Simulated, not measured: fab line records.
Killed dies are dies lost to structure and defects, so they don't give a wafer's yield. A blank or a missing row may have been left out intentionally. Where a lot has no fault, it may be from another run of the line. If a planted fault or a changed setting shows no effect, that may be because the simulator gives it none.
What tool caused it? | flow nand-harc | 10 lots, 30 wafers sampled, at 6 steps of a route of 1159

== WHAT EACH GAUGE READ, for each wafer ==
NHARC_END_SORT_01.
lot  | measured     | on        | killed-at-array
L929 | day 23 22:25 | prober-02 | 676 676 675
L930 | day 23 14:38 | prober-02 | 671 674 672

== WHAT TOOL EACH LOT RAN ON (gives the tool, then ch and the chambers of the sampled wafers, and finally the start) ==
lot  | NHARC_A_CONTACT_ETCH_106           | NHARC_A_CONTACT_ETCH_89                       | NHARC_A_CONTACT_ETCH_98                       | NHARC_A_CONTACT_CVD_19        | NHARC_A_CONTACT_CMP_20
L917 | rie-diel-06 ch 0,1,2, day 17 07:18 | rie-diel-10 ch 2,3, day 17 19:04 or earlier   | rie-diel-06 ch 0,3, day 17 19:04 or earlier   | cvd-w-02 ch 0,1, day 17 19:04 | cmp-04 ch 2,3, day 17 19:59
L921 | rie-diel-10 ch 1,3, day 18 05:30   | rie-diel-10 ch 0,3, day 18 16:59 or earlier   | rie-diel-03 ch 1,2,3, day 18 16:59 or earlier | cvd-w-01 ch 0,1, day 18 16:59 | cmp-04 ch 0,1,2, day 18 17:52
L920 | rie-diel-06 ch 1,2,3, day 18 08:51 | rie-diel-03 ch 2,3, day 18 17:59 or earlier   | rie-diel-03 ch 0,1,2, day 18 17:59 or earlier | cvd-w-01 ch 0,1, day 18 17:59 | cmp-01 ch 0,1, day 18 18:38
L922 | rie-diel-06 ch 0,2,3, day 19 11:58 | rie-diel-10 ch 0,2, day 19 22:12 or earlier   | rie-diel-03 ch 0,1,2, day 19 22:12 or earlier | cvd-w-02 ch 0,1, day 19 22:12 | cmp-02 ch 0,1,2, day 19 23:01
L926 | rie-diel-03 ch 0,1,3, day 20 01:31 | rie-diel-03 ch 0,1,2, day 20 06:36 or earlier | rie-diel-10 ch 0,2,3, day 20 06:36            | cvd-w-01 ch 0,1, day 20 08:59 | cmp-01 ch 0,2,3, day 20 09:53
L929 | rie-diel-03 ch 1,3, day 21 01:02   | rie-diel-03 ch 0,1,2, day 21 13:17 or earlier | rie-diel-06 ch 0,3, day 21 13:17 or earlier   | cvd-w-01 ch 0,1, day 21 13:17 | cmp-04 ch 0,2,3, day 21 14:13
L930 | rie-diel-10 ch 1,3, day 21 02:02   | rie-diel-03 ch 0,1,2, day 21 14:10 or earlier | rie-diel-03 ch 1,2, day 21 14:10 or earlier   | cvd-w-01 ch 0,1, day 21 14:10 | cmp-01 ch 1,3, day 21 14:56
L932 | rie-diel-03 ch 0,3, day 21 06:26   | rie-diel-06 ch 0,2,3, day 21 15:55 or earlier | rie-diel-06 ch 1,2,3, day 21 15:55 or earlier | cvd-w-02 ch 0,1, day 21 15:55 | cmp-01 ch 0,1, day 21 16:43
L936 | rie-diel-03 ch 1,2, day 22 03:46   | rie-diel-10 ch 0,1,2, day 22 15:36 or earlier | rie-diel-10 ch 1,2, day 22 15:36 or earlier   | cvd-w-01 ch 0,1, day 22 15:36 | cmp-01 ch 1,2,3, day 22 16:19
L937 | rie-diel-03 ch 0,1, day 22 17:37   | rie-diel-03 ch 1,2,3, day 23 02:17 or earlier | rie-diel-10 ch 1,2, day 23 02:17 or earlier   | cvd-w-02 ch 0,1, day 23 02:17 | cmp-04 ch 1,2, day 23 03:03
- NHARC_A_CONTACT_ETCH_106: etches the open film in CF4/O2, target depth 60 nm, overetch 6 nm, time 33 s.
- NHARC_A_CONTACT_ETCH_89: etches the open film in N2/H2, target depth 260 nm, time 475.3 s.
- NHARC_A_CONTACT_ETCH_98: etches the open film in C4F6/O2, target depth 20 nm, time 10 s.
- NHARC_A_CONTACT_CVD_19: deposits W, target thk 300 nm, time 802 s.
- NHARC_A_CONTACT_CMP_20: polishes, t overpolish 30 s, target thk 300 nm.

== THE ANSWER, worked out from the rows above alone ==
Rule: the usual values come from the lots themselves. The widest of any qualifying gaps counts: lots, ordered by their means at a reading, are off when they make up no more than a third of the lots, leave a main group of 4 or more, and stand apart from it by 3 or more times the standard deviation of that group's means. A main group is skipped when, at the precision printed for the reading in the tables above, its means are all equal. Also off: a lot with no number at a reading for which 4 or more lots have one. The other lots that the step has rows for count as sound.
None of the lots is off at any reading shown; this tells nothing.

== WHAT THE SIMULATOR HAD PUT IN ==
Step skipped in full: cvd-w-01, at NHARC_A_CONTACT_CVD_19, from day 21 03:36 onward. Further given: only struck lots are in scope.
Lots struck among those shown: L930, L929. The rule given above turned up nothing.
